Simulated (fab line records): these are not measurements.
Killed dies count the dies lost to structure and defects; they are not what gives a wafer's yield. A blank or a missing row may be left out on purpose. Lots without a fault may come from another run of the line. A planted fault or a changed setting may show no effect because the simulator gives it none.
fab line records	flow nand-harc
[record] lots = 24	wafers = 72	last-day = 25
route steps=1159 shown A_STAIRCASE@666 A_SGD_CUT@765 A_SLIT@797
lots untouched by any fault: they come from a run of this same line in which no faults occurred
start-h: hours from the record's opening day to when the first of the lot's shown wafers began	wait-h: how many hours have passed since the lot's step before this one	" same as the row above	L1.1+2: one row covering several wafers at once	- value missing, or start not given	* or withheld: withheld	< > ~ a bound
route shown NAME@n: NAME is a module with steps in the file, n the number in the route of the first one	usual: mean/standard deviation taken from wafers without a fault	same: alike in all rows	chamber/n: place in a boat	sites: the reading at each site	_std_site: standard deviation across them	_edge_site: inner sites' mean taken away from outer sites' mean	radius-mm: how far each site lies from the wafer's centre	mask NAME#n: copy n	behind: the last tool/chamber to shape the wafer	hold: why the lot went on hold/how many hours it stayed there/how the hold came to an end	device: which transistor (n, p or np) failed to switch	end of line: at the end of the route, the tests of the same wafers	for a step that has no rows: nothing shown but its recipe	killed: at the first sort, the dies lost to defects and structure; wafer yield is something else	map: a wafer's dies, marking killed ones x, the rest . and places with no die _
set.NAME: the run value of the setting; set.NAME@STEP: its run value at that earlier step	model.NAME: the simulator's own value behind a step, which no gauge read
a sample of lots followed through the steps of the route, with each step as a table and each wafer as a row
services: the hour from which a tool's chamber was out of use, counted from the record's first day as start-h (under 0 if before that day), plus the number of hours and why
[[steps]]
[step NHARC_A_STAIRCASE_HM_OPEN_460]
[recipe] o2-flow-sccm = 400	cos-flow-sccm = 20	ar-flow-sccm = 0	rf-w = 500	bias-w = 300	chemistry = O2/COS
[usual] cos-flow-sccm = 20.00/0.062	drypump-motor-current-A = 5.8/0.44	o2-flow-sccm = 400.0/1.1	oes-product-au = 0.996/0.013	rf-vpp-V = 466.6/2.2	showerhead-plenum-p-Torr = 3.09/0.095	throttle-valve-pct = 28.330/0.0092
lot.wafer	tool	chamber	start-h	wait-h	cos-flow-sccm	drypump-motor-current-A	o2-flow-sccm	oes-product-au	rf-hours-counter-h	rf-vpp-V	showerhead-plenum-p-Torr	throttle-valve-pct
L074.2	rie-diel-08	3	-	-	20.04	5.3	400.4	0.969	52	469.6	3.21	28.315
L074.1	"	1	"	"	20.00	5.0	398.5	0.987	49	467.2	3.05	28.334
L074.3	"	2	"	"	20.05	5.9	398.5	1.000	47	469.6	3.22	28.338
L075.3	rie-diel-01	2	-	-	20.01	5.9	401.5	0.986	42	465.6	3.08	28.316
L075.2	"	0	"	"	20.07	6.6	401.7	0.977	45	465.5	3.05	28.316
L075.4	"	0	"	"	20.08	6.6	400.1	0.978	-	466.0	3.05	28.329
L078.2	rie-diel-01	2	-	-	20.04	5.9	400.5	0.987	45	465.2	3.08	28.333
L078.5	"	2	"	"	19.94	5.9	400.7	0.992	-	464.7	3.08	28.312
L078.6	"	3	"	"	20.15	5.5	400.7	0.990	-	463.6	2.95	28.330
L077.3	rie-diel-08	3	-	-	19.99	5.3	401.9	0.973	57	468.1	3.21	28.328
L077.1	"	0	"	"	19.86	6.1	398.8	0.977	49	464.7	2.96	28.319
L077.4	"	1	"	"	20.04	5.1	399.9	0.983	55	466.2	3.04	28.309
L076.2	rie-diel-02	3	-	-	20.06	6.2	401.6	1.015	43	466.6	3.13	28.349
L076.5	"	3	"	"	20.05	6.2	399.8	1.011	-	466.5	3.13	28.323
L076.6	"	0	"	"	20.05	5.1	398.3	1.008	-	466.0	3.14	28.344
L079.4	rie-diel-02	3	-	-	19.89	6.2	400.5	1.022	44	466.3	3.13	28.334
L079.1	"	0	"	"	19.99	5.1	399.1	1.010	47	467.9	3.14	28.332
L079.6	"	2	"	"	19.95	5.9	401.0	0.998	-	464.1	3.00	28.328
L081.1	rie-diel-08	0	-	-	20.10	6.1	401.5	0.976	58	463.3	2.95	28.337
L081.2	"	3	"	"	20.10	5.3	398.2	0.979	66	471.6	3.20	28.320
L081.5	"	1	"	"	20.01	5.0	401.0	1.002	-	466.5	3.04	28.343
L080.1	rie-diel-01	0	-	-	19.98	6.6	401.9	0.975	58	465.0	3.04	28.317
L080.5	"	0	"	"	19.96	6.6	401.1	0.977	-	466.4	3.04	28.334
L080.6	"	1	"	"	19.98	5.7	401.5	1.002	-	470.2	3.20	28.342
L084.4	rie-diel-01	0	-	-	19.99	6.6	399.9	0.974	59	464.2	3.04	28.327
L084.5	"	0	"	"	19.99	6.6	398.7	0.979	-	465.9	3.04	28.313
L084.6	"	1	"	"	19.97	5.7	399.4	1.002	-	467.5	3.20	28.322
L082.2	rie-diel-01	0	-	-	20.01	6.6	401.0	0.983	59	466.4	3.04	28.348
L082.1	"	3	"	"	20.01	5.5	401.1	1.001	50	463.7	2.95	28.326
L082.5	"	1	"	"	20.03	5.7	399.8	1.013	-	468.0	3.20	28.332
L083.2	rie-diel-02	1	-	-	19.94	6.0	399.3	1.002	55	468.5	3.22	28.332
L083.1	"	3	"	"	20.02	6.2	400.4	1.012	53	468.4	3.12	28.335
L083.5	"	0	"	"	20.15	5.0	399.9	1.001	-	468.3	3.13	28.326
L088.1	rie-diel-08	2	-	-	19.96	5.9	398.7	0.996	15	468.7	3.20	28.339
L088.5	"	0	"	"	20.04	6.1	400.8	0.985	-	464.1	2.95	28.336
L088.4	"	2	"	"	19.99	5.9	399.8	0.989	-	469.1	3.20	28.314
L087.3	rie-diel-01	2	-	-	19.96	5.9	400.2	0.989	5	466.3	3.07	28.338
L087.1	"	0	"	"	20.02	6.6	399.6	1.010	7	464.5	3.04	28.322
L087.5	"	2	"	"	20.04	5.9	400.1	0.994	-	465.6	3.07	28.319
L085.4	rie-diel-01	0	-	-	20.00	6.6	400.6	1.007	10	465.7	3.04	28.327
L085.1	"	2	"	"	19.90	5.9	400.0	0.993	9	465.9	3.07	28.336
L085.6	"	0	"	"	19.98	6.6	401.0	1.002	-	466.4	3.04	28.338
L086.2	rie-diel-01	2	-	-	19.94	5.9	399.3	0.987	10	465.7	3.07	28.331
L086.1	"	1	"	"	20.01	5.7	398.3	1.003	10	467.8	3.20	28.328
L086.6	"	2	"	"	19.96	5.9	400.7	0.977	-	466.6	3.07	28.332
L090.4	rie-diel-02	2	-	-	19.98	5.9	398.5	0.987	5	464.5	2.99	28.327
L090.1	"	0	"	"	20.08	5.1	401.1	0.993	2	468.0	3.13	28.324
L090.6	"	1	"	"	20.04	6.0	400.6	1.007	-	470.4	3.21	28.314
L089.3	rie-diel-02	3	-	-	19.97	6.2	400.1	0.996	6	467.0	3.11	28.340
L089.1	"	2	"	"	20.07	5.9	399.1	0.983	6	463.8	2.98	28.335
L089.6	"	0	"	"	19.87	5.1	398.5	0.999	-	466.9	3.13	28.339
L092.1	rie-diel-01	2	-	-	19.97	5.9	400.7	0.985	16	465.7	3.07	28.344
L092.2	"	3	"	"	20.07	5.5	400.4	0.975	16	462.0	2.94	28.326
L092.6	"	1	"	"	19.95	5.7	398.4	1.003	-	467.8	3.19	28.330
L091.2	rie-diel-02	3	-	-	20.16	6.2	401.0	1.004	8	466.4	3.11	28.337
L091.1	"	0	"	"	20.02	5.1	399.7	0.994	5	468.1	3.12	28.314
L091.3	"	1	"	"	19.96	6.0	400.2	0.997	8	469.8	3.21	28.318
L094.4	rie-diel-01	1	-	-	19.91	5.7	402.5	1.010	20	468.6	3.19	28.331
L094.2	"	0	"	"	19.97	6.6	400.0	1.003	21	465.1	3.03	28.345
L094.5	"	2	"	"	19.97	5.9	400.5	0.994	-	466.9	3.06	28.328
L095.4	rie-diel-01	1	-	-	19.93	5.7	397.9	1.022	21	469.5	3.19	28.344
L095.3	"	2	"	"	19.95	5.9	399.5	1.006	21	465.2	3.06	28.324
L095.5	"	1	"	"	19.91	5.7	396.8	1.027	-	468.1	3.19	28.325
L093.1	rie-diel-08	2	-	-	19.98	5.9	399.6	1.014	33	468.8	3.19	28.342
L093.3	"	3	"	"	20.01	5.3	398.4	1.000	34	468.0	3.19	28.319
L093.6	"	3	"	"	20.21	5.3	399.4	0.999	-	466.9	3.19	28.344
L096.1	rie-diel-01	1	-	-	20.03	5.7	399.4	1.014	21	467.4	3.19	28.316
L096.2	"	2	"	"	20.01	5.9	399.8	0.997	21	465.6	3.06	28.333
L096.6	"	1	"	"	19.92	5.7	399.1	1.025	-	468.5	3.19	28.323
L097.3	rie-diel-08	3	-	-	19.89	5.3	400.8	0.984	39	469.0	3.18	28.337
L097.4	"	0	"	"	20.09	6.1	398.8	0.991	32	463.8	2.94	28.329
L097.6	"	0	"	"	19.99	6.1	399.5	0.994	-	461.8	2.94	28.339
[step NHARC_A_STAIRCASE_ETCHBACK_416]
[recipe] target-depth-a = 360	time-s = 7.2	c4f8-flow-sccm = withheld	o2-flow-sccm = 8	ar-flow-sccm = withheld	rf-w = 600	bias-w = 800	chemistry = C4F8/O2/Ar
[usual] oes-product-au = 0.936/0.03	rf-vpp-V = 722/3.2
lot.wafer	tool	chamber	start-h	wait-h	oes-product-au	rf-hours-counter-h	rf-vpp-V
L074.1	rie-diel-08	1	-	-	0.926	55	721
L074.3	"	2	"	"	0.929	53	725
L074.2	"	3	"	"	0.916	57	727
L075.4	rie-diel-01	2	-	-	0.922	46	721
L075.2	"	0	"	"	0.908	48	720
L075.3	"	1	"	"	0.922	47	726
L078.2	rie-diel-02	3	-	-	1.016	44	722
L078.6	"	3	"	"	1.011	-	723
L078.5	"	0	"	"	1.003	-	723
L077.3	rie-diel-01	0	-	-	0.912	52	720
L077.1	"	2	"	"	0.909	49	721
L077.4	"	3	"	"	0.920	42	718
L076.2	rie-diel-08	0	-	-	0.916	54	718
L076.6	"	3	"	"	0.912	-	726
L076.5	"	0	"	"	0.920	-	718
L079.1	rie-diel-02	2	-	-	0.926	49	719
L079.4	"	3	"	"	0.937	47	723
L079.6	"	2	"	"	0.924	-	718
L081.2	rie-diel-02	0	-	-	0.936	56	723
L081.1	"	2	"	"	0.919	56	719
L081.5	"	0	"	"	0.935	-	725
L080.1	rie-diel-08	2	-	-	0.997	3	726
L080.5	"	0	"	"	0.996	-	718
L080.6	"	1	"	"	0.991	-	722
L084.4	rie-diel-02	1	-	-	0.926	59	728
L084.5	"	2	"	"	0.920	-	720
L084.6	"	3	"	"	0.941	-	723
L083.2	rie-diel-02	3	-	-	0.938	58	723
L083.1	"	1	"	"	0.920	60	726
L083.5	"	2	"	"	0.925	-	719
L082.2	rie-diel-02	2	-	-	0.918	61	721
L082.1	"	3	"	"	0.939	59	722
L082.5	"	1	"	"	0.916	-	727
L088.4	rie-diel-08	2	-	-	0.918	20	725
L088.1	"	3	"	"	0.932	20	726
L088.5	"	2	"	"	0.904	-	726
L087.3	rie-diel-01	2	-	-	0.910	13	721
L087.1	"	0	"	"	0.927	12	720
L087.5	"	3	"	"	0.908	-	716
L085.4	rie-diel-01	0	-	-	0.929	15	721
L085.1	"	3	"	"	0.912	15	718
L085.6	"	0	"	"	0.937	-	719
L086.1	rie-diel-01	2	-	-	0.918	15	723
L086.2	"	3	"	"	0.908	15	717
L086.6	"	1	"	"	0.935	-	726
L090.4	rie-diel-01	2	-	-	0.908	18	721
L090.1	"	3	"	"	0.912	19	718
L090.6	"	1	"	"	0.935	-	727
L089.3	rie-diel-02	0	-	-	0.921	8	722
L089.1	"	2	"	"	0.920	10	719
L089.6	"	3	"	"	0.926	-	723
L092.1	rie-diel-01	2	-	-	0.921	18	721
L092.2	"	1	"	"	0.943	19	725
L092.6	"	2	"	"	0.910	-	722
L091.1	rie-diel-01	0	-	-	0.932	20	720
L091.3	"	1	"	"	0.940	19	726
L091.2	"	2	"	"	0.911	19	721
L094.2	rie-diel-02	1	-	-	0.992	17	726
L094.4	"	2	"	"	0.995	15	718
L094.5	"	3	"	"	1.015	-	722
L093.3	rie-diel-01	2	-	-	0.915	25	723
L093.1	"	0	"	"	0.925	27	720
L093.6	"	2	"	"	0.918	-	721
L095.4	rie-diel-08	2	-	-	0.927	37	726
L095.3	"	3	"	"	0.924	37	725
L095.5	"	1	"	"	0.914	-	720
L096.2	rie-diel-08	3	-	-	0.989	38	725
L096.1	"	2	"	"	0.996	38	725
L096.6	"	0	"	"	1.005	-	719
L097.4	rie-diel-01	1	-	-	0.936	31	724
L097.3	"	2	"	"	0.913	32	722
L097.6	"	1	"	"	0.934	-	726
[step NHARC_A_STAIRCASE_DEP_322]
[recipe] target-thk-a = 38000	temp-c = 400	target-thk-nm = 3800	teos-flow-sccm = 200	rf-w = 500	material = SiO2
[usual] heater-power-w = 607/92
lot.wafer	tool	chamber	start-h	wait-h	heater-power-w	since-wet-clean-h
L075.3	pecvd-04	2	294.93	0.1	674	87
L075.2	"	0	"	"	635	87
L075.4	"	1	"	"	441	-
L074.3	pecvd-01	2	294.93	0.1	571	45
L074.1	"	0	"	"	816	45
L074.2	"	1	"	"	613	45
L077.1	pecvd-01	1	303.39	0.3	600	54
L077.3	"	0	"	"	774	54
L077.4	"	2	"	"	519	-
L078.2	pecvd-04	1	303.50	0.4	552	96
L078.5	"	0	"	"	542	-
L078.6	"	1	"	"	441	-
L076.2	pecvd-03	0	307.77	0.1	620	3
L076.6	"	0	"	"	542	-
L076.5	"	2	"	"	600	-
L079.1	pecvd-04	2	313.73	0.2	753	106
L079.6	"	1	"	"	443	-
L079.4	"	2	"	"	613	-
L081.1	pecvd-03	2	333.77	0.2	713	29
L081.2	"	0	"	"	597	29
L081.5	"	1	"	"	692	-
L080.1	pecvd-04	2	339.42	0.1	623	132
L080.5	"	2	"	"	619	-
L080.6	"	0	"	"	529	-
L082.1	pecvd-01	0	339.42	0.1	806	90
L082.2	"	1	"	"	605	90
L082.5	"	2	"	"	539	-
L083.2	pecvd-03	0	339.64	0.3	655	35
L083.1	"	1	"	"	790	35
L083.5	"	0	"	"	530	-
L084.5	pecvd-01	0	340.28	0.9	651	-
L084.6	"	1	"	"	509	-
L084.4	"	2	"	"	529	-
L088.1	pecvd-04	2	364.51	0.1	617	157
L088.5	"	2	"	"	605	-
L088.4	"	0	"	"	525	-
L087.1	pecvd-03	0	364.65	0.2	636	60
L087.3	"	1	"	"	681	60
L087.5	"	0	"	"	533	-
L086.1	pecvd-03	1	376.37	0.2	706	71
L086.2	"	0	"	"	535	72
L086.6	"	1	"	"	660	-
L085.1	pecvd-01	1	376.42	0.3	538	127
L085.6	"	2	"	"	527	-
L085.4	"	1	"	"	508	-
L092.1	pecvd-01	0	382.17	0.1	704	132
L092.2	"	1	"	"	596	132
L092.6	"	2	"	"	537	-
L089.3	pecvd-03	2	382.22	0.1	685	77
L089.1	"	1	"	"	790	77
L089.6	"	0	"	"	528	-
L090.1	pecvd-01	1	382.74	0.6	620	133
L090.4	"	1	"	"	506	-
L090.6	"	0	"	"	666	-
L091.3	pecvd-03	2	382.80	0.7	766	78
L091.2	"	0	"	"	618	78
L091.1	"	1	"	"	694	78
L094.2	pecvd-03	2	403.29	0.2	713	98
L094.5	"	1	"	"	681	-
L094.4	"	0	"	"	512	-
L093.1	pecvd-04	2	403.29	0.2	697	14
L093.3	"	0	"	"	596	15
L093.6	"	1	"	"	430	-
L095.3	pecvd-01	0	403.39	0.3	808	154
L095.5	"	2	"	"	523	-
L095.4	"	1	"	"	515	-
L096.1	pecvd-04	1	406.86	0.1	460	18
L096.2	"	2	"	"	743	18
L096.6	"	0	"	"	535	-
L097.3	pecvd-04	2	423.90	0.5	710	35
L097.6	"	1	"	"	429	-
L097.4	"	2	"	"	666	-
[step NHARC_A_STAIRCASE_CMP_450]
[recipe] target-thk-nm = 200	material = SiO2
[usual] motor-current-A = 11.9/0.9
lot.wafer	tool	chamber	start-h	wait-h	motor-current-A
L075.4	cmp-03	1	314.42	-	12.2
L075.3	"	2	"	"	11.3
L075.2	"	3	"	"	12.8
L074.2	cmp-02	0	314.92	-	12.9
L074.1	"	1	"	"	11.5
L074.3	"	3	"	"	14.3
L078.2	cmp-02	2	323.19	-	12.3
L078.5	"	3	"	"	14.5
L078.6	"	0	"	"	12.4
L077.4	cmp-01	0	325.07	-	10.7
L077.3	"	1	"	"	11.6
L077.1	"	2	"	"	12.6
L076.2	cmp-01	3	330.84	-	10.7
L076.5	"	1	"	"	12.2
L076.6	"	2	"	"	11.9
L079.1	cmp-03	0	335.11	-	11.6
L079.4	"	2	"	"	11.3
L079.6	"	0	"	"	11.2
L081.1	cmp-01	1	353.34	-	12.6
L081.2	"	3	"	"	11.0
L081.5	"	0	"	"	10.3
L084.4	cmp-01	3	357.38	-	11.0
L084.5	"	0	"	"	10.9
L084.6	"	1	"	"	11.8
L080.1	cmp-03	2	357.46	-	11.3
L080.5	"	2	"	"	10.7
L080.6	"	3	"	"	12.1
L083.2	cmp-02	3	357.66	-	13.1
L083.1	"	2	"	"	12.3
L083.5	"	0	"	"	11.6
L082.2	cmp-02	2	359.19	-	12.8
L082.1	"	0	"	"	12.2
L082.5	"	1	"	"	11.4
L087.3	cmp-03	0	383.09	-	11.9
L087.1	"	3	"	"	12.5
L087.5	"	0	"	"	11.1
L088.1	cmp-02	1	383.27	-	11.4
L088.4	"	2	"	"	12.3
L088.5	"	2	"	"	12.6
L086.1	cmp-02	2	396.23	-	12.5
L086.2	"	0	"	"	12.4
L086.6	"	2	"	"	12.3
L085.4	cmp-03	3	396.42	-	12.7
L085.1	"	0	"	"	11.7
L085.6	"	2	"	"	11.4
L092.1	cmp-03	1	402.84	-	11.8
L092.2	"	0	"	"	11.3
L092.6	"	2	"	"	11.5
L091.3	cmp-01	0	403.12	-	10.3
L091.1	"	1	"	"	12.3
L091.2	"	3	"	"	10.8
L090.4	cmp-02	0	403.41	-	11.9
L090.1	"	2	"	"	12.4
L090.6	"	0	"	"	13.1
L089.1	cmp-03	0	404.30	-	10.8
L089.3	"	2	"	"	10.9
L089.6	"	3	"	"	12.6
L095.4	cmp-01	0	424.41	-	10.7
L095.3	"	1	"	"	12.5
L095.5	"	2	"	"	11.4
L096.1	cmp-03	3	424.63	-	12.5
L096.2	"	1	"	"	11.9
L096.6	"	3	"	"	12.0
L094.4	cmp-01	3	425.10	-	11.2
L094.2	"	2	"	"	12.1
L094.5	"	3	"	"	11.1
L093.3	cmp-03	2	425.83	-	11.6
L093.1	"	3	"	"	12.0
L093.6	"	2	"	"	11.7
L097.4	cmp-02	2	446.40	-	12.5
L097.3	"	3	"	"	14.8
L097.6	"	1	"	"	11.1
[step NHARC_A_SGD_CUT_ETCH_16]
[recipe] target-depth-a = 3105	time-s = 155.2	c4f8-flow-sccm = withheld	o2-flow-sccm = 8	ar-flow-sccm = withheld	rf-w = 600	bias-w = 800	chemistry = C4F8/O2/Ar
[usual] oes-product-au = 0.975/0.017	rf-vpp-V = 722/4.3
lot.wafer	tool	chamber	start-h	wait-h	oes-product-au	rf-hours-counter-h	rf-vpp-V
L075.2	rie-diel-07	2	-	-	0.967	10	720
L075.4	"	0	"	"	0.955	9	715
L075.3	"	1	"	"	0.930	10	729
L074.3	rie-diel-03	2	-	-	0.979	9	724
L074.1	"	3	"	"	0.987	9	722
L074.2	"	0	"	"	0.980	9	720
L078.2	rie-diel-04	2	-	-	0.967	1	722
L078.5	"	2	"	"	0.975	-	724
L078.6	"	3	"	"	0.975	-	728
L077.1	rie-diel-04	1	-	-	0.961	2	718
L077.3	"	2	"	"	0.984	1	721
L077.4	"	3	"	"	0.996	2	729
L076.2	rie-diel-04	3	-	-	0.986	2	730
L076.6	"	1	"	"	0.974	-	717
L076.5	"	2	"	"	0.996	-	722
L079.4	rie-diel-03	0	-	-	0.974	11	721
L079.1	"	1	"	"	0.983	11	721
L079.6	"	0	"	"	0.981	-	720
L081.1	rie-diel-07	1	-	-	0.957	13	729
L081.2	"	2	"	"	0.964	14	719
L081.5	"	1	"	"	0.959	-	728
L080.1	rie-diel-04	0	-	-	0.974	4	726
L080.6	"	2	"	"	1.009	-	722
L080.5	"	3	"	"	0.992	-	730
L084.4	rie-diel-03	2	-	-	0.990	13	724
L084.6	"	1	"	"	0.969	-	720
L084.5	"	2	"	"	0.991	-	725
L083.1	rie-diel-04	2	-	-	0.977	4	721
L083.2	"	3	"	"	0.971	4	730
L083.5	"	0	"	"	0.954	-	728
L082.2	rie-diel-07	3	-	-	0.988	10	723
L082.1	"	0	"	"	0.973	14	716
L082.5	"	3	"	"	0.978	-	724
L087.1	rie-diel-07	3	-	-	0.940	13	722
L087.3	"	0	"	"	0.933	16	716
L087.5	"	3	"	"	0.938	-	722
L088.1	rie-diel-04	3	-	-	0.987	7	729
L088.4	"	1	"	"	0.974	7	717
L088.5	"	2	"	"	1.001	-	722
L086.2	rie-diel-04	0	-	-	0.981	8	728
L086.1	"	2	"	"	0.997	7	721
L086.6	"	2	"	"	0.998	-	721
L085.1	rie-diel-04	2	-	-	0.998	7	722
L085.4	"	1	"	"	0.957	-	717
L085.6	"	0	"	"	0.982	-	728
L092.2	rie-diel-03	3	-	-	0.993	0	724
L092.1	"	0	"	"	0.968	0	721
L092.6	"	3	"	"	0.997	-	725
L091.1	rie-diel-04	3	-	-	0.994	7	730
L091.3	"	0	"	"	0.977	9	728
L091.2	"	1	"	"	0.971	9	716
L090.4	rie-diel-04	2	-	-	0.982	9	721
L090.1	"	3	"	"	0.969	8	729
L090.6	"	0	"	"	0.974	-	729
L089.1	rie-diel-03	1	-	-	0.971	1	721
L089.3	"	2	"	"	0.972	1	725
L089.6	"	0	"	"	0.972	-	720
L095.4	rie-diel-04	2	-	-	0.999	10	723
L095.3	"	3	"	"	0.979	8	729
L095.5	"	0	"	"	0.972	-	728
L096.2	rie-diel-03	2	-	-	0.965	3	725
L096.1	"	0	"	"	0.959	3	720
L096.6	"	1	"	"	0.970	-	721
L094.2	rie-diel-03	1	-	-	0.988	3	719
L094.4	"	0	"	"	0.952	3	719
L094.5	"	2	"	"	0.996	-	725
L093.3	rie-diel-07	1	-	-	0.974	2	728
L093.1	"	2	"	"	0.993	2	720
L093.6	"	1	"	"	0.966	-	727
L097.4	rie-diel-03	2	-	-	0.992	6	725
L097.3	"	3	"	"	0.990	5	724
L097.6	"	0	"	"	0.967	-	720
[step NHARC_A_SLIT_ETCH_26]
[recipe] bias-v = 400	source-w = 2000	pressure-mtorr = 25	time-s = 90	ar-flow-sccm = 375	c4f8-flow-sccm = 41.7	o2-flow-sccm = 83.3	target-depth-a = 4000	chemistry = C4F8/O2/Ar
[usual] drypump-motor-current-A = 5.9/0.51	esc-clamp-current-uA = 0.0214/0.00051	o2-flow-sccm = 83.28/0.25	showerhead-plenum-p-Torr = 3.74/0.12	throttle-valve-pct = 27.619/0.0084
lot.wafer	tool	chamber	start-h	wait-h	drypump-motor-current-A	esc-clamp-current-uA	o2-flow-sccm	rf-hours-counter-h	showerhead-plenum-p-Torr	throttle-valve-pct
L074.2	har-etch-02	1	329.14	1.2	5.9	0.0216	83.12	175	3.88	27.598
L074.1	"	0	"	"	5.4	0.0218	83.59	175	3.52	27.612
L074.3	"	1	"	"	5.9	0.0217	83.11	-	3.88	27.628
L075.2	har-etch-01	0	329.54	1.0	5.5	0.0207	83.24	5	3.84	27.638
L075.4	"	1	"	"	6.6	0.0218	83.38	-	3.74	27.626
L075.3	"	0	"	"	5.5	0.0207	82.97	-	3.84	27.627
L078.2	har-etch-01	0	338.03	1.0	5.4	0.0207	83.39	7	3.83	27.612
L078.5	"	1	"	"	6.6	0.0218	83.31	-	3.74	27.614
L078.6	"	0	"	"	5.5	0.0207	83.54	-	3.83	27.626
L077.1	har-etch-02	1	338.93	1.0	5.8	0.0216	82.81	181	3.88	27.622
L077.3	"	0	"	"	5.4	0.0219	83.28	-	3.52	27.609
L077.4	"	1	"	"	5.8	0.0217	82.77	-	3.87	27.621
L079.1	har-etch-01	1	351.54	1.0	6.6	0.0218	83.12	16	3.73	27.615
L079.4	"	1	"	"	6.6	0.0217	83.07	-	3.73	27.613
L079.6	"	1	"	"	6.6	0.0217	83.35	-	3.73	27.613
L076.2	har-etch-01	1	353.22	1.3	6.6	0.0218	83.55	18	3.73	27.600
L076.5	"	1	"	"	6.6	0.0218	83.23	-	3.73	27.618
L076.6	"	0	"	"	5.4	0.0207	83.34	-	3.83	27.617
L081.1	har-etch-01	0	369.58	1.3	5.5	0.0206	83.31	19	3.83	27.610
L081.2	"	1	"	"	6.6	0.0218	83.27	19	3.73	27.618
L081.5	"	1	"	"	6.6	0.0217	83.10	-	3.73	27.617
L084.4	har-etch-02	0	369.88	0.6	5.4	0.0218	83.21	-	3.52	27.606
L084.6	"	1	"	"	5.9	0.0217	83.76	-	3.87	27.634
L084.5	"	0	"	"	5.4	0.0217	83.50	-	3.52	27.622
L080.1	har-etch-01	1	371.24	1.2	6.6	0.0217	83.57	21	3.73	27.617
L080.5	"	1	"	"	6.6	0.0218	83.57	-	3.73	27.614
L080.6	"	0	"	"	5.5	0.0207	83.28	-	3.83	27.608
L083.1	har-etch-01	1	377.08	1.2	6.6	0.0218	83.07	26	3.73	27.617
L083.2	"	0	"	"	5.5	0.0206	83.07	26	3.82	27.606
L083.5	"	1	"	"	6.6	0.0218	83.22	-	3.73	27.611
L082.2	har-etch-01	1	378.73	1.2	6.6	0.0218	82.97	28	3.73	27.621
L082.1	"	0	"	"	5.5	0.0206	83.27	28	3.82	27.627
L082.5	"	0	"	"	5.5	0.0206	83.30	-	3.82	27.619
L088.1	har-etch-02	1	398.70	1.0	5.9	0.0216	83.32	207	3.86	27.638
L088.4	"	1	"	"	5.9	0.0217	83.45	-	3.86	27.609
L088.5	"	0	"	"	5.4	0.0218	83.55	-	3.51	27.629
L087.1	har-etch-01	0	399.62	1.0	5.5	0.0207	83.60	41	3.82	27.622
L087.3	"	1	"	"	6.6	0.0218	83.30	-	3.72	27.626
L087.5	"	0	"	"	5.5	0.0206	83.28	-	3.82	27.628
L086.2	har-etch-01	0	411.82	1.2	5.5	0.0207	83.32	42	3.81	27.608
L086.1	"	1	"	"	6.6	0.0219	83.19	42	3.72	27.623
L086.6	"	1	"	"	6.6	0.0218	83.41	-	3.72	27.623
L085.1	har-etch-02	1	412.84	1.2	5.9	0.0217	83.61	213	3.86	27.628
L085.4	"	0	"	"	5.4	0.0218	83.63	-	3.50	27.617
L085.6	"	0	"	"	5.4	0.0218	83.23	-	3.50	27.613
L090.1	har-etch-02	0	420.21	1.2	5.4	0.0219	83.43	214	3.50	27.617
L090.4	"	1	"	"	5.8	0.0217	83.25	-	3.86	27.629
L090.6	"	1	"	"	5.9	0.0217	83.10	-	3.86	27.616
L092.2	har-etch-01	1	420.52	1.2	6.6	0.0218	83.36	48	3.71	27.612
L092.1	"	0	"	"	5.5	0.0207	82.64	48	3.81	27.631
L092.6	"	0	"	"	5.5	0.0207	83.04	-	3.81	27.617
L091.2	har-etch-02	1	422.48	1.2	5.9	0.0217	83.32	216	3.85	27.618
L091.1	"	0	"	"	5.4	0.0219	83.50	216	3.50	27.629
L091.3	"	0	"	"	5.4	0.0219	83.61	-	3.50	27.630
L089.1	har-etch-01	1	424.07	1.2	6.6	0.0218	83.10	49	3.71	27.608
L089.3	"	0	"	"	5.4	0.0206	83.18	-	3.81	27.596
L089.6	"	0	"	"	5.5	0.0207	83.40	-	3.81	27.618
L095.3	har-etch-01	1	443.49	0.8	6.6	0.0218	83.41	-	3.71	27.625
L095.4	"	0	"	"	5.5	0.0208	83.52	-	3.81	27.631
L095.5	"	1	"	"	6.6	0.0218	83.54	-	3.71	27.622
L094.2	har-etch-01	1	445.10	1.2	6.6	0.0218	83.02	56	3.71	27.616
L094.4	"	0	"	"	5.5	0.0207	82.84	-	3.81	27.619
L094.5	"	1	"	"	6.6	0.0219	83.35	-	3.71	27.617
L096.1	har-etch-01	0	446.75	1.2	5.5	0.0208	83.10	58	3.81	27.635
L096.2	"	1	"	"	6.6	0.0218	83.23	58	3.71	27.624
L096.6	"	0	"	"	5.5	0.0207	83.21	-	3.81	27.640
L093.1	har-etch-02	1	447.40	1.0	5.9	0.0217	83.52	225	3.85	27.623
L093.3	"	0	"	"	5.4	0.0219	83.18	-	3.50	27.616
L093.6	"	1	"	"	5.9	0.0217	83.93	-	3.85	27.619
L097.4	har-etch-02	0	464.12	0.8	5.4	0.0219	83.17	-	3.49	27.615
L097.3	"	1	"	"	5.9	0.0217	83.17	-	3.85	27.625
L097.6	"	1	"	"	5.9	0.0217	83.19	-	3.85	27.626
[[services]]
tool	chamber	start-h	hours	kind
rie-diel-08	0	240.17	12.9	repair
pecvd-04	-	240.46	0.5	repair
rie-diel-04	3	251.24	3.3	repair
rie-diel-01	3	256.86	8.8	repair
cmp-03	-	260.86	4.0	pm
rie-diel-04	1	264.41	4.2	repair
rie-diel-02	3	267.86	7.5	repair
rie-diel-04	-	288.90	9.0	pm
rie-diel-08	-	301.82	9.0	pm
har-etch-01	-	306.00	17.0	pm
rie-diel-01	-	314.97	9.0	pm
rie-diel-08	0	318.40	14.4	repair
rie-diel-02	-	328.58	9.0	pm
rie-diel-08	1	331.54	11.2	repair
rie-diel-04	0	336.17	4.6	repair
rie-diel-02	0	337.94	7.0	repair
rie-diel-04	-	350.57	0.4	repair
rie-diel-04	-	357.65	0.2	repair
cmp-03	-	358.86	4.0	pm
har-etch-01	-	380.96	1.3	repair
rie-diel-02	3	384.07	6.7	repair
rie-diel-04	3	392.19	13.0	repair
rie-diel-02	0	446.67	2.1	repair
cmp-03	-	456.86	4.0	pm
[[key]]
fault none
